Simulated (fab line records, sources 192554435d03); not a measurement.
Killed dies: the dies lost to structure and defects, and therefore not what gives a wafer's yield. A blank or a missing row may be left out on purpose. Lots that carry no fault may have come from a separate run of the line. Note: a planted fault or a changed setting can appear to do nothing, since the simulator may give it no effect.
Comparing a struck lot with a sound one | flow n5Finfet | 36 out of 1938 route steps
Sound: the wafers L547.2, L547.3, L547.5. Struck: wafer L562.2 (left out: L562.3, L562.6 of the same lot, which were not struck); the cause appears at the end.
Order at every step that has rows: each side's tool, ch and its chambers, its first start. Under that, the readings that differ: sound wafers | struck wafers | difference of the means | sigmas: that difference in standard deviations of wafers without a fault.
alike: readings with means less than 2 such deviations apart, plus words and numbers identical on both sides. not compared: withheld readings, readings lacking a value on some wafer, bounds such as >300 that could conceal the same value, and numbers that have no deviation in the record and whose values overlap.
The two part at a step that has a row with sigmas, a row that says differs or no value, or rows on one side only. When numbers do not overlap yet have no deviation, they are printed without sigmas and do not part them. Lack of a reading on every wafer of one side parts them only where that side has two or more wafers.

first, 9 steps without rows for these wafers: N5_BEOL_M11_ALD_74 (deposits TaN, target thk 2 nm, pulse time 2 s, purge time 3 s); N5_BEOL_M11_SURFACE_TREAT_76; N5_BEOL_M11_CVD_75 (deposits Co from CCTBA/H2, target thk 2 nm, time 138.9 s); N5_BEOL_M11_SPUTTER_48 (material Cu, target thk 12 nm, time 2 s); N5_BEOL_M11_ECD_50 (material Cu, target thk 318 nm); N5_BEOL_M11_ANNEAL_51 (time 90 s); N5_BEOL_M11_CMP_52 (polishes, stops on SiCOH lowk, t overpolish 7 s, target thk 140 nm); N5_BEOL_M11_PRE_CLEAN_55 (time 15 s); N5_BEOL_M11_DEP_56 (deposits SiCN from 3MS/NH3, target thk 30 nm, time 10.5 s).
N5_BEOL_M12_ILD_DEP_00: deposits SiOC from DEMS/O2, target thk 658.92 nm, time 130.7 s.
  sound on pecvd-01 ch 0,1,2, day 11 19:24; struck on pecvd-01 ch 0, day 15 21:58
reading                                      | sound             | struck | difference | sigmas
model.SiOC_of_BEOL_M12_ILD_DEP_00.thkNm (nm) | 657.4 656.4 663.6 | 861.4  | +202.3     | 
  alike: heaterPowerW, showerheadPlenumPTorr, throttleValvePct
  not compared: sinceWetCleanH
N5_BEOL_M12_THK_MEAS_01:
  struck on filmMetro-02, day 15 22:06; sound on filmMetro-02, day 11 19:32
reading          | sound       | struck | difference | sigmas
M12_ILD_THK (nm) | 657 657 664 | 862    | +203       | +26
then, 10 steps without rows for these wafers: N5_BEOL_M12_COAT_58 (time 60 s, resist thk 89 nm); N5_BEOL_M12_COAT_04 (resist thk 400 nm); N5_BEOL_M12_EBR_06; N5_BEOL_M12_SOFTBAKE_05 (time 60 s); N5_BEOL_M12_EXPOSE_07 (exposes mask V11); N5_BEOL_M12_PEB_08 (peb time 90 s); N5_BEOL_M12_DEVELOP_09 (develop time 45 s); N5_BEOL_M12_HARDBAKE_14 (time 120 s); N5_BEOL_M12_DESCUM_15 (chemistry O2, time 7.9 s); N5_BEOL_M12_ETCH_59 (etches BARC in N2/H2, target depth 89 nm, overetch 26.7 nm, time 67.9 s).
N5_BEOL_M12_VIA_ETCH_16: etches SiOC in C4F8/O2/Ar, target depth 724.8 nm.
  sound on rieDiel-05 ch 2,3, day 11 20:19; struck on rieDiel-04 ch 0, day 15 22:44
reading                                   | sound             | struck | difference | sigmas
model.etch.depthNm (nm)                   | 657.4 656.4 663.6 | 861.5  | +202.4     | 
model.coat_of_BEOL_M12_COAT_04.thkNm (nm) | 123.2 124.8 122   | 63.2   | -60.1      | 
  alike: drypumpMotorCurrentA, mfcArSccm, oesProductAu, rfVppV, showerheadPlenumPTorr, throttleValvePct
N5_BEOL_M12_STRIP_63: strips in N2/H2.
  sound on plasmaAsher-01 ch 0, day 11 20:31; struck on plasmaAsher-01 ch 1, day 15 22:56
reading                  | sound             | struck | difference | sigmas
oesProductAu (a.u.)      | 0.691 0.695 0.688 | 0.665  | -0.026     | -6
stripTimeToEndpointS (s) | 42.6 43.0 42.2    | 25.6   | -17.0      | -22
  alike: drypumpMotorCurrentA, heaterPowerW
  not compared: rfHoursCounterH
then, 12 steps without rows for these wafers: N5_BEOL_M12_STRIP_64 (strips in N2/H2); N5_BEOL_M12_STRIP_71 (strips in post etch residue remover, time 60 s); N5_BEOL_M12_SRD_72 (time 30 s, dry time 30 s); N5_BEOL_M12_COAT_65 (time 60 s, resist thk 300 nm); N5_BEOL_M12_COAT_66 (time 60 s, resist thk 110 nm); N5_BEOL_M12_COAT_22 (resist thk 300 nm); N5_BEOL_M12_EBR_24; N5_BEOL_M12_SOFTBAKE_23 (time 60 s); N5_BEOL_M12_EXPOSE_25 (exposes mask M12); N5_BEOL_M12_PEB_26 (peb time 90 s); N5_BEOL_M12_DEVELOP_27 (develop time 45 s); N5_BEOL_M12_HARDBAKE_32 (time 120 s).
N5_BEOL_M12_CMP_49: polishes, stops on SiOC, t overpolish 20.6 s, target thk 320 nm.
  sound on cmp-01 ch 0,1,3, day 12 05:38; struck on cmp-02 ch 1, day 16 02:03
reading                                      | sound             | struck | difference | sigmas
model.SiOC_of_BEOL_M12_ILD_DEP_00.thkNm (nm) | 599.4 596.6 603.6 | 801.8  | +201.9     | 
  alike: clearingPlatenDownForcePsi, motorCurrentA, slurryFlowMlMin

WHERE THEY PART
At N5_BEOL_M12_THK_MEAS_01 first; at N5_BEOL_M12_STRIP_63 last (within this record only). Later steps at which nothing parts them and some readings are alike: N5_BEOL_M12_CMP_49.

WHY: the cause the simulator had injected
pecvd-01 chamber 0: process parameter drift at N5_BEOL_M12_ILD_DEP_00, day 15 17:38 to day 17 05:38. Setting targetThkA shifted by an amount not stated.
